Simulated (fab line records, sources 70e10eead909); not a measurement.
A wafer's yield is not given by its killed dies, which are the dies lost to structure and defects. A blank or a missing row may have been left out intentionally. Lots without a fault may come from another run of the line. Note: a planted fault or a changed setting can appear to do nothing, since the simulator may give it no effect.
Chamber matching -- flow nand-harc -- 4 sister chambers for NHARC_P_CONTACT_CMP_01 on cmp-01
The step polishes SiO2, target thk 200 nm. 8 wafers are shown with their chamber, then 7 later ones without.

WAFERS, EACH WITH ITS CHAMBER
wafer,chamber,motor-current-A (A)
L079.2,0,12.0
L082.3,1,11.3
L082.6,1,10.7
L087.1,2,13.7
L087.3,0,12.4
L087.5,3,10.9
L093.4,3,11.2
L093.5,2,13.3

WAFERS WHOSE CHAMBER IS MISSING
wafer,motor-current-A (A)
L093.6,10.8
L095.1,12.7
L095.2,10.9
L095.4,11.2
L097.1,11.4
L097.2,13.0
L097.6,11.2

WHICH CHAMBER EACH ONE RAN IN
wafer,from the rows above,in truth
L093.6,can't be placed: 1 or 3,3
L095.1,can't be placed: 0 or 2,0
L095.2,can't be placed: 1 or 3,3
L095.4,can't be placed: 3 or 1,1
L097.1,can't be placed: 3 or 1 or 0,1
L097.2,can't be placed: 2 or 0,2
L097.6,can't be placed: 3 or 1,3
0 of 7 placed correctly. Can't be placed from these rows: 7 (the true chamber is among the candidates in 7). Wrongly placed: 0.
How it was worked out, from the rows above alone: a wafer's distance from a chamber is the root of the sum, over the readings, of the square of ((its reading less the chamber's mean) divided by the reading's scatter). The wafer belongs to the nearest chamber; if the next one is less than 2 further off, it can't be placed. The mean given for a chamber averages the wafers shown for that chamber. The scatter: take each reading less its chamber's mean, square it, sum over the shown wafers, divide by the number of wafers less the number of chambers, and take the root.
